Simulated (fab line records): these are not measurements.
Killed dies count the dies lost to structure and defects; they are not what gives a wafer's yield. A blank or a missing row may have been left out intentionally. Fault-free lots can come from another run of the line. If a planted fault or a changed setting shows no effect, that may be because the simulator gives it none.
fab line records :: flow n5Finfet
record
  lots=6
  wafers=18
  lastDay=16
route steps=1938 shown BEOL_M7@1310
lots that met no fault: from a run of the same line without faults
startH: hours from the record's opening day to when the first of the lot's shown wafers began :: waitH: time in hours since the lot's previous step :: " unchanged from the row above :: L1.1+2: a single row standing in for several wafers :: - value missing, or start not given :: * or withheld: withheld :: < > ~ a bound
route shown NAME@n: names a module that has steps shown in the file, with the first one's number in the route :: usual: average and standard deviation across the fault-free wafers :: same: alike in all rows :: chamber/n: place in a boat :: sites: each site's reading :: _std_site: standard deviation across them :: _edge_site: outer sites' mean less inner sites' :: radiusMm: how far each site lies from the wafer's centre :: mask NAME#n: copy n :: behind: the tool/chamber that last shaped the wafer :: hold: reason for holding the lot/hours on hold/outcome of the hold :: device: whichever transistor did not switch (one of n, p or np) :: end of line: at the end of the route, the tests of the same wafers :: where a step has no rows: the recipe by itself :: killed: dies lost to structure and defects at the first sort, not the wafer's yield :: map: a wafer's dies, marking killed ones x, the rest . and places with no die _
set.NAME: the setting that was run; set.NAME@STEP: the one run at that earlier step :: model.NAME: the simulator's own value behind a step, which no gauge read
lots at selected steps of the route; one table per step, one row per wafer
services: the hour from which a tool's chamber was out of use, counted from the record's first day as startH (under 0 if before that day), plus the number of hours and why
## steps
# step N5_BEOL_M7_STRIP_80
# recipe
  chemistry=N2/H2
  timeS=10
  powerW=450
  tempC=40
  pressureMtorr=20
  rfFrequencyHz=6e+07
  biasPowerW=7
  n2FlowSccm=200
  h2FlowSccm=200
# usual
  drypumpMotorCurrentA=5.5/0.37
  oesProductAu=0.79/0.085
  rfVppV=59.1/0.83
  showerheadPlenumPTorr=2.54/0.069
  throttleValvePct=23.61/0.25
lot.wafer: L514.1
tool: rieDiel-06
chamber: 0
startH: -
waitH: -
drypumpMotorCurrentA: 5.4
oesProductAu: 0.72
rfHoursCounterH: 212
rfVppV: 59.0
showerheadPlenumPTorr: 2.51
throttleValvePct: 23.89

lot.wafer: L514.2
tool: rieDiel-06
chamber: 1
startH: -
waitH: -
drypumpMotorCurrentA: 5.7
oesProductAu: 0.94
rfHoursCounterH: 9
rfVppV: 59.4
showerheadPlenumPTorr: 2.70
throttleValvePct: 23.54

lot.wafer: L514.3
tool: rieDiel-06
chamber: 2
startH: -
waitH: -
drypumpMotorCurrentA: 5.8
oesProductAu: 0.78
rfHoursCounterH: 113
rfVppV: 58.9
showerheadPlenumPTorr: 2.56
throttleValvePct: 23.65

lot.wafer: L518.1
tool: rieDiel-03
chamber: 1
startH: -
waitH: -
drypumpMotorCurrentA: 5.1
oesProductAu: 0.79
rfHoursCounterH: 99
rfVppV: 58.3
showerheadPlenumPTorr: 2.56
throttleValvePct: 23.51

lot.wafer: L518.3
tool: rieDiel-03
chamber: 2
startH: -
waitH: -
drypumpMotorCurrentA: 5.8
oesProductAu: 0.68
rfHoursCounterH: 201
rfVppV: 60.0
showerheadPlenumPTorr: 2.61
throttleValvePct: 23.27

lot.wafer: L518.4
tool: rieDiel-03
chamber: 3
startH: -
waitH: -
drypumpMotorCurrentA: 5.5
oesProductAu: 0.74
rfHoursCounterH: 161
rfVppV: 59.0
showerheadPlenumPTorr: 2.54
throttleValvePct: 23.95

lot.wafer: L526.1
tool: rieDiel-06
chamber: 3
startH: -
waitH: -
drypumpMotorCurrentA: 5.2
oesProductAu: 0.92
rfHoursCounterH: 29
rfVppV: 58.2
showerheadPlenumPTorr: 2.47
throttleValvePct: 23.49

lot.wafer: L526.3
tool: rieDiel-06
chamber: 1
startH: -
waitH: -
drypumpMotorCurrentA: 5.7
oesProductAu: 0.89
rfHoursCounterH: 36
rfVppV: 59.8
showerheadPlenumPTorr: 2.69
throttleValvePct: 23.59

lot.wafer: L526.6
tool: rieDiel-06
chamber: 1
startH: -
waitH: -
drypumpMotorCurrentA: 5.7
oesProductAu: 0.89
rfHoursCounterH: -
rfVppV: 57.9
showerheadPlenumPTorr: 2.69
throttleValvePct: 23.60

lot.wafer: L527.1
tool: rieDiel-06
chamber: 0
startH: -
waitH: -
drypumpMotorCurrentA: 5.4
oesProductAu: 0.70
rfHoursCounterH: 238
rfVppV: 59.2
showerheadPlenumPTorr: 2.50
throttleValvePct: 23.91

lot.wafer: L527.4
tool: rieDiel-06
chamber: 1
startH: -
waitH: -
drypumpMotorCurrentA: 5.8
oesProductAu: 0.89
rfHoursCounterH: 37
rfVppV: 58.2
showerheadPlenumPTorr: 2.69
throttleValvePct: 23.60

lot.wafer: L527.6
tool: rieDiel-06
chamber: 0
startH: -
waitH: -
drypumpMotorCurrentA: 5.4
oesProductAu: 0.70
rfHoursCounterH: -
rfVppV: 59.5
showerheadPlenumPTorr: 2.50
throttleValvePct: 23.93

lot.wafer: L531.1
tool: rieDiel-05
chamber: 0
startH: -
waitH: -
drypumpMotorCurrentA: 4.9
oesProductAu: 0.67
rfHoursCounterH: 248
rfVppV: 59.5
showerheadPlenumPTorr: 2.50
throttleValvePct: 23.86

lot.wafer: L531.3
tool: rieDiel-05
chamber: 3
startH: -
waitH: -
drypumpMotorCurrentA: 5.4
oesProductAu: 0.73
rfHoursCounterH: 161
rfVppV: 57.6
showerheadPlenumPTorr: 2.53
throttleValvePct: 23.34

lot.wafer: L531.4
tool: rieDiel-05
chamber: 1
startH: -
waitH: -
drypumpMotorCurrentA: 4.9
oesProductAu: 0.83
rfHoursCounterH: 95
rfVppV: 58.9
showerheadPlenumPTorr: 2.46
throttleValvePct: 23.33

lot.wafer: L530.2
tool: rieDiel-03
chamber: 0
startH: -
waitH: -
drypumpMotorCurrentA: 6.2
oesProductAu: 0.86
rfHoursCounterH: 46
rfVppV: 59.7
showerheadPlenumPTorr: 2.48
throttleValvePct: 23.42

lot.wafer: L530.4
tool: rieDiel-03
chamber: 2
startH: -
waitH: -
drypumpMotorCurrentA: 5.7
oesProductAu: 0.68
rfHoursCounterH: 222
rfVppV: 59.2
showerheadPlenumPTorr: 2.60
throttleValvePct: 23.31

lot.wafer: L530.5
tool: rieDiel-03
chamber: 1
startH: -
waitH: -
drypumpMotorCurrentA: 5.1
oesProductAu: 0.78
rfHoursCounterH: -
rfVppV: 59.0
showerheadPlenumPTorr: 2.55
throttleValvePct: 23.52
# step N5_BEOL_M7_OCD_MEAS_38
# usual
  trenchDepthNm=93.6/1.5
lot.wafer: L514.1
tool: ocd-01
chamber: -
startH: 206.60
waitH: -
trenchDepthNm: 92.2

lot.wafer: L514.2
tool: ocd-01
chamber: -
startH: 206.60
waitH: -
trenchDepthNm: 93.5

lot.wafer: L514.3
tool: ocd-01
chamber: -
startH: 206.60
waitH: -
trenchDepthNm: 95.5

lot.wafer: L518.1
tool: ocd-01
chamber: -
startH: 238.20
waitH: -
trenchDepthNm: 92.9

lot.wafer: L518.3
tool: ocd-01
chamber: -
startH: 238.20
waitH: -
trenchDepthNm: 91.8

lot.wafer: L518.4
tool: ocd-01
chamber: -
startH: 238.20
waitH: -
trenchDepthNm: 94.2

lot.wafer: L526.1
tool: ocd-01
chamber: -
startH: 297.45
waitH: -
trenchDepthNm: 97.3

lot.wafer: L526.3
tool: ocd-01
chamber: -
startH: 297.45
waitH: -
trenchDepthNm: 95.7

lot.wafer: L526.6
tool: ocd-01
chamber: -
startH: 297.45
waitH: -
trenchDepthNm: 94.2

lot.wafer: L527.1
tool: ocd-02
chamber: -
startH: 299.30
waitH: -
trenchDepthNm: 91.4

lot.wafer: L527.4
tool: ocd-02
chamber: -
startH: 299.30
waitH: -
trenchDepthNm: 93.0

lot.wafer: L527.6
tool: ocd-02
chamber: -
startH: 299.30
waitH: -
trenchDepthNm: 92.0

lot.wafer: L531.1
tool: ocd-01
chamber: -
startH: 310.03
waitH: -
trenchDepthNm: 91.5

lot.wafer: L531.3
tool: ocd-01
chamber: -
startH: 310.03
waitH: -
trenchDepthNm: 90.9

lot.wafer: L531.4
tool: ocd-01
chamber: -
startH: 310.03
waitH: -
trenchDepthNm: 92.7

lot.wafer: L530.2
tool: ocd-02
chamber: -
startH: 316.42
waitH: -
trenchDepthNm: 94.1

lot.wafer: L530.4
tool: ocd-02
chamber: -
startH: 316.42
waitH: -
trenchDepthNm: 90.5

lot.wafer: L530.5
tool: ocd-02
chamber: -
startH: 316.42
waitH: -
trenchDepthNm: 93.4
# step N5_BEOL_M7_HM_STRIP_39
# recipe
  chemistry=peroxideTinStrip
  material=TiN
  targetDepthA=250
  tempC=50
  timeS=158
# step N5_BEOL_M7_SRD_40
# recipe
  timeS=30
  tempC=23
  rinseLiquid=diw
  dry=ipaMarangoni
# step N5_BEOL_M7_PRECLEAN_42
# recipe
  chemistry=residueRemover
  timeS=60
  tempC=40
# step N5_BEOL_M7_SRD_43
# recipe
  timeS=30
  tempC=23
  rinseLiquid=diw
  dry=ipaMarangoni
# step N5_BEOL_M7_CD_MEAS_35
# recipe
  targetCdNm=40
  polarity=opening
# usual
  cdNm=40.0/0.48
lot.wafer: L514.1
tool: cdSem-01
chamber: -
startH: 206.75
waitH: 0.0
cdNm: 40.2

lot.wafer: L514.2
tool: cdSem-01
chamber: -
startH: 206.75
waitH: 0.0
cdNm: 40.6

lot.wafer: L514.3
tool: cdSem-01
chamber: -
startH: 206.75
waitH: 0.0
cdNm: 39.6

lot.wafer: L518.1
tool: cdSem-02
chamber: -
startH: 238.35
waitH: 0.0
cdNm: 40.2

lot.wafer: L518.3
tool: cdSem-02
chamber: -
startH: 238.35
waitH: 0.0
cdNm: 40.2

lot.wafer: L518.4
tool: cdSem-02
chamber: -
startH: 238.35
waitH: 0.0
cdNm: 40.5

lot.wafer: L526.1
tool: cdSem-01
chamber: -
startH: 297.70
waitH: 0.0
cdNm: 39.2

lot.wafer: L526.3
tool: cdSem-01
chamber: -
startH: 297.70
waitH: 0.0
cdNm: 40.6

lot.wafer: L526.6
tool: cdSem-01
chamber: -
startH: 297.70
waitH: 0.0
cdNm: 39.3

lot.wafer: L527.1
tool: cdSem-02
chamber: -
startH: 299.45
waitH: 0.0
cdNm: 40.3

lot.wafer: L527.4
tool: cdSem-02
chamber: -
startH: 299.45
waitH: 0.0
cdNm: 39.9

lot.wafer: L527.6
tool: cdSem-02
chamber: -
startH: 299.45
waitH: 0.0
cdNm: 40.2

lot.wafer: L531.1
tool: cdSem-01
chamber: -
startH: 310.18
waitH: 0.0
cdNm: 40.8

lot.wafer: L531.3
tool: cdSem-01
chamber: -
startH: 310.18
waitH: 0.0
cdNm: 40.4

lot.wafer: L531.4
tool: cdSem-01
chamber: -
startH: 310.18
waitH: 0.0
cdNm: 39.8

lot.wafer: L530.2
tool: cdSem-02
chamber: -
startH: 316.57
waitH: 0.0
cdNm: 40.5

lot.wafer: L530.4
tool: cdSem-02
chamber: -
startH: 316.57
waitH: 0.0
cdNm: 40.5

lot.wafer: L530.5
tool: cdSem-02
chamber: -
startH: 316.57
waitH: 0.0
cdNm: 39.9
# step N5_BEOL_M7_CURE_75
# recipe
  tempC=370
  timeS=120
  ambient=DMADMS/He
  material=SiCOH_lowk
# step N5_BEOL_M7_DEGAS_44
# recipe
  ambient=vacuum
  tempC=250
  timeS=60
# usual
  heaterPowerW=326/33
lot.wafer: L514.1
tool: pvdSputter-03
chamber: -
startH: 207.29
waitH: 0.4
heaterPowerW: 334

lot.wafer: L514.2
tool: pvdSputter-03
chamber: -
startH: 207.29
waitH: 0.4
heaterPowerW: 320

lot.wafer: L514.3
tool: pvdSputter-03
chamber: -
startH: 207.29
waitH: 0.4
heaterPowerW: 365

lot.wafer: L518.1
tool: pvdSputter-03
chamber: -
startH: 238.99
waitH: 0.5
heaterPowerW: 367

lot.wafer: L518.3
tool: pvdSputter-03
chamber: -
startH: 238.99
waitH: 0.5
heaterPowerW: 313

lot.wafer: L518.4
tool: pvdSputter-03
chamber: -
startH: 238.99
waitH: 0.5
heaterPowerW: 347

lot.wafer: L526.1
tool: pvdSputter-02
chamber: -
startH: 298.35
waitH: 0.3
heaterPowerW: 336

lot.wafer: L526.3
tool: pvdSputter-02
chamber: -
startH: 298.35
waitH: 0.3
heaterPowerW: 338

lot.wafer: L526.6
tool: pvdSputter-02
chamber: -
startH: 298.35
waitH: 0.3
heaterPowerW: 349

lot.wafer: L527.1
tool: pvdSputter-01
chamber: -
startH: 300.06
waitH: 0.5
heaterPowerW: 330

lot.wafer: L527.4
tool: pvdSputter-01
chamber: -
startH: 300.06
waitH: 0.5
heaterPowerW: 333

lot.wafer: L527.6
tool: pvdSputter-01
chamber: -
startH: 300.06
waitH: 0.5
heaterPowerW: 331

lot.wafer: L531.1
tool: pvdSputter-03
chamber: -
startH: 310.69
waitH: 0.4
heaterPowerW: 309

lot.wafer: L531.3
tool: pvdSputter-03
chamber: -
startH: 310.69
waitH: 0.4
heaterPowerW: 330

lot.wafer: L531.4
tool: pvdSputter-03
chamber: -
startH: 310.69
waitH: 0.4
heaterPowerW: 349

lot.wafer: L530.2
tool: pvdSputter-03
chamber: -
startH: 317.56
waitH: 0.8
heaterPowerW: 340

lot.wafer: L530.4
tool: pvdSputter-03
chamber: -
startH: 317.56
waitH: 0.8
heaterPowerW: 312

lot.wafer: L530.5
tool: pvdSputter-03
chamber: -
startH: 317.56
waitH: 0.8
heaterPowerW: 336
# step N5_BEOL_M7_PRE_CLEAN_45
# recipe
  gas=H2/He
  timeS=30
  tempC=250
# step N5_BEOL_M7_ALD_77
# recipe
  material=TaN
  targetThkA=20
  tempC=275
  aldPrecursorFamily=PDMAT
  aldCoReactant=NH3
  pressureTorr=3
  carrierFlowSccm=1500
  pulseTimeS=2
  purgeTimeS=3
  coReactantPurgeTimeS=2
  coReactantPulseTimeS=3
  aldCycles=40
  precursorVesselTempC=75
  precursorVesselPressureTorr=26.25
  precursorVesselCarrierSccm=1000
# usual
  heaterPowerW=440/37
  precursorVesselTempC=75.02/0.12
# same
  purgeTimeS=3
lot.wafer: L514.1
tool: aldMetal-02
chamber: 1
startH: 207.41
waitH: 0.1
heaterPowerW: 392
precursorVesselTempC: 75.14

lot.wafer: L514.2
tool: aldMetal-02
chamber: 2
startH: 207.41
waitH: 0.1
heaterPowerW: 440
precursorVesselTempC: 74.93

lot.wafer: L514.3
tool: aldMetal-02
chamber: 3
startH: 207.41
waitH: 0.1
heaterPowerW: 468
precursorVesselTempC: 74.97

lot.wafer: L518.1
tool: aldMetal-02
chamber: 2
startH: 239.11
waitH: 0.1
heaterPowerW: 443
precursorVesselTempC: 74.97

lot.wafer: L518.3
tool: aldMetal-02
chamber: 0
startH: 239.11
waitH: 0.1
heaterPowerW: 397
precursorVesselTempC: 75.06

lot.wafer: L518.4
tool: aldMetal-02
chamber: 1
startH: 239.11
waitH: 0.1
heaterPowerW: 392
precursorVesselTempC: 75.09

lot.wafer: L526.1
tool: aldMetal-03
chamber: 1
startH: 298.46
waitH: 0.0
heaterPowerW: 479
precursorVesselTempC: 74.88

lot.wafer: L526.3
tool: aldMetal-03
chamber: 0
startH: 298.46
waitH: 0.0
heaterPowerW: 462
precursorVesselTempC: 74.77

lot.wafer: L526.6
tool: aldMetal-03
chamber: 3
startH: 298.46
waitH: 0.0
heaterPowerW: 474
precursorVesselTempC: 74.97

lot.wafer: L527.1
tool: aldMetal-02
chamber: 2
startH: 300.39
waitH: 0.3
heaterPowerW: 435
precursorVesselTempC: 75.05

lot.wafer: L527.4
tool: aldMetal-02
chamber: 0
startH: 300.39
waitH: 0.3
heaterPowerW: 389
precursorVesselTempC: 75.03

lot.wafer: L527.6
tool: aldMetal-02
chamber: 1
startH: 300.39
waitH: 0.3
heaterPowerW: 405
precursorVesselTempC: 74.97

lot.wafer: L531.1
tool: aldMetal-04
chamber: 2
startH: 310.79
waitH: 0.0
heaterPowerW: 501
precursorVesselTempC: 74.92

lot.wafer: L531.3
tool: aldMetal-04
chamber: 3
startH: 310.79
waitH: 0.0
heaterPowerW: 369
precursorVesselTempC: 75.24

lot.wafer: L531.4
tool: aldMetal-04
chamber: 0
startH: 310.79
waitH: 0.0
heaterPowerW: 429
precursorVesselTempC: 75.13

lot.wafer: L530.2
tool: aldMetal-03
chamber: 0
startH: 317.67
waitH: 0.1
heaterPowerW: 455
precursorVesselTempC: 74.93

lot.wafer: L530.4
tool: aldMetal-03
chamber: 2
startH: 317.67
waitH: 0.1
heaterPowerW: 454
precursorVesselTempC: 75.06

lot.wafer: L530.5
tool: aldMetal-03
chamber: 2
startH: 317.67
waitH: 0.1
heaterPowerW: 451
precursorVesselTempC: 75.22
# step N5_BEOL_M7_SURFACE_TREAT_79
# recipe
  gas=Ar
  timeS=*
  ionEnergyEv=*
  ionCurrentMaCm2=0.5
  pressureMtorr=*
  arFlowSccm=30
# usual
  throttleValvePct=*
lot.wafer: L514.1
tool: pvdSputter-01
chamber: -
startH: 209.01
waitH: 1.5
throttleValvePct: *

lot.wafer: L514.2
tool: pvdSputter-01
chamber: -
startH: 209.01
waitH: 1.5
throttleValvePct: *

lot.wafer: L514.3
tool: pvdSputter-01
chamber: -
startH: 209.01
waitH: 1.5
throttleValvePct: *

lot.wafer: L518.1
tool: pvdSputter-02
chamber: -
startH: 239.45
waitH: 0.2
throttleValvePct: *

lot.wafer: L518.3
tool: pvdSputter-02
chamber: -
startH: 239.45
waitH: 0.2
throttleValvePct: *

lot.wafer: L518.4
tool: pvdSputter-02
chamber: -
startH: 239.45
waitH: 0.2
throttleValvePct: *

lot.wafer: L526.1
tool: pvdSputter-02
chamber: -
startH: 298.75
waitH: 0.2
throttleValvePct: *

lot.wafer: L526.3
tool: pvdSputter-02
chamber: -
startH: 298.75
waitH: 0.2
throttleValvePct: *

lot.wafer: L526.6
tool: pvdSputter-02
chamber: -
startH: 298.75
waitH: 0.2
throttleValvePct: *

lot.wafer: L527.1
tool: pvdSputter-01
chamber: -
startH: 302.02
waitH: 1.5
throttleValvePct: *

lot.wafer: L527.4
tool: pvdSputter-01
chamber: -
startH: 302.02
waitH: 1.5
throttleValvePct: *

lot.wafer: L527.6
tool: pvdSputter-01
chamber: -
startH: 302.02
waitH: 1.5
throttleValvePct: *

lot.wafer: L531.1
tool: pvdSputter-03
chamber: -
startH: 311.25
waitH: 0.3
throttleValvePct: *

lot.wafer: L531.3
tool: pvdSputter-03
chamber: -
startH: 311.25
waitH: 0.3
throttleValvePct: *

lot.wafer: L531.4
tool: pvdSputter-03
chamber: -
startH: 311.25
waitH: 0.3
throttleValvePct: *

lot.wafer: L530.2
tool: pvdSputter-03
chamber: -
startH: 318.22
waitH: 0.4
throttleValvePct: *

lot.wafer: L530.4
tool: pvdSputter-03
chamber: -
startH: 318.22
waitH: 0.4
throttleValvePct: *

lot.wafer: L530.5
tool: pvdSputter-03
chamber: -
startH: 318.22
waitH: 0.4
throttleValvePct: *
# step N5_BEOL_M7_CVD_78
# recipe
  material=Co
  targetThkA=20
  tempC=withheld
  precursor=CCTBA/H2
  pressureTorr=30
  timeS=142.3
# usual
  runLengthS=165.4/0.37
lot.wafer: L514.1
tool: cvdCo-01
chamber: 1
startH: 209.17
waitH: 0.1
runLengthS: 164.9

lot.wafer: L514.2
tool: cvdCo-01
chamber: 2
startH: 209.17
waitH: 0.1
runLengthS: 165.6

lot.wafer: L514.3
tool: cvdCo-01
chamber: 0
startH: 209.17
waitH: 0.1
runLengthS: 165.0

lot.wafer: L518.1
tool: cvdCo-02
chamber: 0
startH: 239.56
waitH: 0.1
runLengthS: 165.7

lot.wafer: L518.3
tool: cvdCo-02
chamber: 1
startH: 239.56
waitH: 0.1
runLengthS: 165.8

lot.wafer: L518.4
tool: cvdCo-02
chamber: 2
startH: 239.56
waitH: 0.1
runLengthS: 165.6

lot.wafer: L526.1
tool: cvdCo-01
chamber: 0
startH: 298.89
waitH: 0.1
runLengthS: 165.0

lot.wafer: L526.3
tool: cvdCo-01
chamber: 1
startH: 298.89
waitH: 0.1
runLengthS: 165.6

lot.wafer: L526.6
tool: cvdCo-01
chamber: 1
startH: 298.89
waitH: 0.1
runLengthS: 165.5

lot.wafer: L527.1
tool: cvdCo-02
chamber: 0
startH: 302.31
waitH: 0.3
runLengthS: 166.1

lot.wafer: L527.4
tool: cvdCo-02
chamber: 1
startH: 302.31
waitH: 0.3
runLengthS: 63.9

lot.wafer: L527.6
tool: cvdCo-02
chamber: 0
startH: 302.31
waitH: 0.3
runLengthS: 165.1

lot.wafer: L531.1
tool: cvdCo-02
chamber: 0
startH: 311.31
waitH: 0.0
runLengthS: 165.9

lot.wafer: L531.3
tool: cvdCo-02
chamber: 1
startH: 311.31
waitH: 0.0
runLengthS: 165.6

lot.wafer: L531.4
tool: cvdCo-02
chamber: 2
startH: 311.31
waitH: 0.0
runLengthS: 63.8

lot.wafer: L530.2
tool: cvdCo-01
chamber: 1
startH: 318.28
waitH: 0.0
runLengthS: 165.2

lot.wafer: L530.4
tool: cvdCo-01
chamber: 2
startH: 318.28
waitH: 0.0
runLengthS: 164.9

lot.wafer: L530.5
tool: cvdCo-01
chamber: 1
startH: 318.28
waitH: 0.0
runLengthS: 165.1
# step N5_BEOL_M7_SPUTTER_48
# recipe
  material=Cu
  targetThkA=100
  tempC=-20
  biasV=60
  powerW=26000
  chamberPressurePa=0.13
  timeS=1.667
# usual
  chuckGasFlowSccm=1.27/0.049
  substrateTempC=-20.00/0.12
  throttleValvePct=30.3/1.3
lot.wafer: L514.1
tool: pvdSputter-01
chamber: -
startH: 209.41
waitH: 0.2
chuckGasFlowSccm: 1.22
substrateTempC: -20.01
throttleValvePct: 31.2

lot.wafer: L514.2
tool: pvdSputter-01
chamber: -
startH: 209.41
waitH: 0.2
chuckGasFlowSccm: 1.32
substrateTempC: -20.05
throttleValvePct: 30.4

lot.wafer: L514.3
tool: pvdSputter-01
chamber: -
startH: 209.41
waitH: 0.2
chuckGasFlowSccm: 1.22
substrateTempC: -20.16
throttleValvePct: 28.2

lot.wafer: L518.1
tool: pvdSputter-03
chamber: -
startH: 239.79
waitH: 0.2
chuckGasFlowSccm: 1.25
substrateTempC: -20.03
throttleValvePct: 30.1

lot.wafer: L518.3
tool: pvdSputter-03
chamber: -
startH: 239.79
waitH: 0.2
chuckGasFlowSccm: 1.21
substrateTempC: -20.12
throttleValvePct: 29.6

lot.wafer: L518.4
tool: pvdSputter-03
chamber: -
startH: 239.79
waitH: 0.2
chuckGasFlowSccm: 1.31
substrateTempC: -19.83
throttleValvePct: 28.7

lot.wafer: L526.1
tool: pvdSputter-01
chamber: -
startH: 299.30
waitH: 0.4
chuckGasFlowSccm: 1.25
substrateTempC: -19.98
throttleValvePct: 28.2

lot.wafer: L526.3
tool: pvdSputter-01
chamber: -
startH: 299.30
waitH: 0.4
chuckGasFlowSccm: 1.33
substrateTempC: -20.23
throttleValvePct: 31.4

lot.wafer: L526.6
tool: pvdSputter-01
chamber: -
startH: 299.30
waitH: 0.4
chuckGasFlowSccm: 1.28
substrateTempC: -20.10
throttleValvePct: 31.0

lot.wafer: L527.1
tool: pvdSputter-01
chamber: -
startH: 302.48
waitH: 0.1
chuckGasFlowSccm: 1.24
substrateTempC: -20.10
throttleValvePct: 31.4

lot.wafer: L527.4
tool: pvdSputter-01
chamber: -
startH: 302.48
waitH: 0.1
chuckGasFlowSccm: 1.21
substrateTempC: -20.07
throttleValvePct: 30.3

lot.wafer: L527.6
tool: pvdSputter-01
chamber: -
startH: 302.48
waitH: 0.1
chuckGasFlowSccm: 1.27
substrateTempC: -20.01
throttleValvePct: 31.4

lot.wafer: L531.1
tool: pvdSputter-03
chamber: -
startH: 311.47
waitH: 0.1
chuckGasFlowSccm: 1.29
substrateTempC: -19.82
throttleValvePct: 28.7

lot.wafer: L531.3
tool: pvdSputter-03
chamber: -
startH: 311.47
waitH: 0.1
chuckGasFlowSccm: 1.28
substrateTempC: -19.99
throttleValvePct: 32.4

lot.wafer: L531.4
tool: pvdSputter-03
chamber: -
startH: 311.47
waitH: 0.1
chuckGasFlowSccm: 1.30
substrateTempC: -20.02
throttleValvePct: 29.6

lot.wafer: L530.2
tool: pvdSputter-03
chamber: -
startH: 318.48
waitH: 0.2
chuckGasFlowSccm: 1.22
substrateTempC: -19.93
throttleValvePct: 28.8

lot.wafer: L530.4
tool: pvdSputter-03
chamber: -
startH: 318.48
waitH: 0.2
chuckGasFlowSccm: 1.25
substrateTempC: -20.08
throttleValvePct: 29.9

lot.wafer: L530.5
tool: pvdSputter-03
chamber: -
startH: 318.48
waitH: 0.2
chuckGasFlowSccm: 1.25
substrateTempC: -19.97
throttleValvePct: 28.8
## services
tool: cvdCo-02
chamber: -
startH: 185.61
hours: 0.4
kind: repair

tool: aldMetal-03
chamber: -
startH: 186.55
hours: 8.7
kind: pm

tool: cvdCo-02
chamber: 2
startH: 198.84
hours: 5.5
kind: repair

tool: rieDiel-03
chamber: 0
startH: 209.33
hours: 4.7
kind: repair

tool: cvdCo-01
chamber: -
startH: 216.40
hours: 0.4
kind: repair

tool: rieDiel-06
chamber: 0
startH: 235.18
hours: 4.9
kind: repair

tool: aldMetal-04
chamber: 0
startH: 236.31
hours: 25.0
kind: repair

tool: cvdCo-01
chamber: -
startH: 247.49
hours: 6.9
kind: pm

tool: rieDiel-03
chamber: 0
startH: 268.47
hours: 1.5
kind: repair

tool: rieDiel-05
chamber: 0
startH: 280.12
hours: 21.8
kind: repair

tool: aldMetal-04
chamber: 3
startH: 298.84
hours: 10.0
kind: repair

tool: rieDiel-05
chamber: 0
startH: 314.89
hours: -
kind: clean

tool: rieDiel-05
chamber: 0
startH: 314.89
hours: -
kind: consumableReplace:focusRing

tool: aldMetal-04
chamber: -
startH: 316.94
hours: 2.8
kind: pm

tool: aldMetal-02
chamber: 0
startH: 317.79
hours: 5.4
kind: repair
## key
firstSign
  step=N5_BEOL_M7_CVD_78
  reading=runLengthS
  direction=down
  sigmas=99+
  usual=*
  struck=*
effect none on later readings
metAt N5_BEOL_M7_CVD_78
struckWafers L527.4,L531.4
onsetBetween 239.56 302.31
fault
  kind=processParameterDrift
  tool=cvdCo-02
  chamber=-
  onsetH=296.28
  steps=N5_BEOL_M7_CVD_78
  channel=timeS
  offset=*
  shape=step
  endH=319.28
  scope=struckWafersOnly
  actsIn=*
  stated=*
